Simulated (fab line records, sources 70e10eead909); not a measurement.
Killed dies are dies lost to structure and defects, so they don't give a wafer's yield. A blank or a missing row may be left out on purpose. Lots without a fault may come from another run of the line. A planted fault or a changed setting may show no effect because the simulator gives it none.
One fault seen from 2 desks | flow nand_harc | each desk has only its own numbers; what lay behind them comes last

THE METROLOGY DESK
What the gauges read, lot by lot, whatever tool the lot ran on: means of the sampled wafers that have a number. A lot is out of limits, marked OUT, if its mean lies more than 4 standard deviations from the usual mean; the brackets give that distance.
Columns: A = thk_nm at NHARC_A_BONDPAD_THK_MEAS_30, usual 200.0 nm
lot  | first seen here | A
L796 | day 23 13:55    | 200.6
L797 | day 23 14:50    | 199.2
L798 | day 24 01:22    | 198.2
L804 | day 26 06:49    | 200.5
L807 | day 27 17:38    | 200.1
L809 | day 28 18:47    | 199.3
L811 | day 29 09:24    | 197.8
L812 | day 30 06:02    | 200.2
L813 | day 30 07:00    | 202.4
L814 | day 30 13:08    | 201.6
L815 | day 30 15:08    | 200.1
L818 | day 31 21:32    | 199.4
L817 | day 31 23:06    | 200.8
L819 | day 33 03:45    | 199.2
This desk's finding: nothing out of limits on any of the 14 lots.

THE TOOL OWNER'S DESK: rie_diel-13
The tool's own readings at NHARC_THIN_TSV_ETCHBACK_48 (etches the open film in C4F8/Ar, target depth 1028.5 nm, time 405.17 s): means of the sampled wafers that have a number, for each lot that ran on this tool. A lot is out of limits, marked OUT, if its mean lies more than 4 standard deviations from the usual mean; the brackets give that distance.
Columns: A = oes_product_au at NHARC_THIN_TSV_ETCHBACK_48, usual 0.944 a.u.; B = rf_vpp_V at NHARC_THIN_TSV_ETCHBACK_48, usual 547 V; C = run_length_s at NHARC_THIN_TSV_ETCHBACK_48, usual 426.7 s
lot  | first seen here | A     | B   | C
L796 | day 24 07:50    | 0.930 | 547 | 426.6
L804 | day 27 01:04    | 0.933 | 547 | 426.8
L807 | day 28 14:37    | 0.973 | 551 | 335.8 (-99 or more) OUT
L809 | day 29 14:54    | 0.924 | 550 | 335.8 (-99 or more) OUT
L818 | day 32 15:26    | 0.963 | 549 | 426.4
L817 | day 32 16:50    | 0.964 | 547 | 426.7
This desk's finding: out of limits on L807, L809; first on L807, day 28 14:37 (run_length_s at NHARC_THIN_TSV_ETCHBACK_48). In limits: L796, L804, L818, L817.

PUT TOGETHER
The tool owner's desk could have raised an alarm at day 28 14:37, on L807, L809.
The metrology desk saw nothing out of limits.
The metrology desk has L807, L809 on record, within its limits.
Of the lots named, all ran NHARC_THIN_TSV_ETCHBACK_48 on rie_diel-13.

WHAT THE SIMULATOR HAD PUT IN
Process parameter drift: rie_diel-13, from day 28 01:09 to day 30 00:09, at NHARC_THIN_TSV_ETCHBACK_48. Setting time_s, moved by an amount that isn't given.
Lots struck among those shown: L807, L809.
Hours from the fault's start to each desk's first reading out of limits: the tool owner's desk, 13.
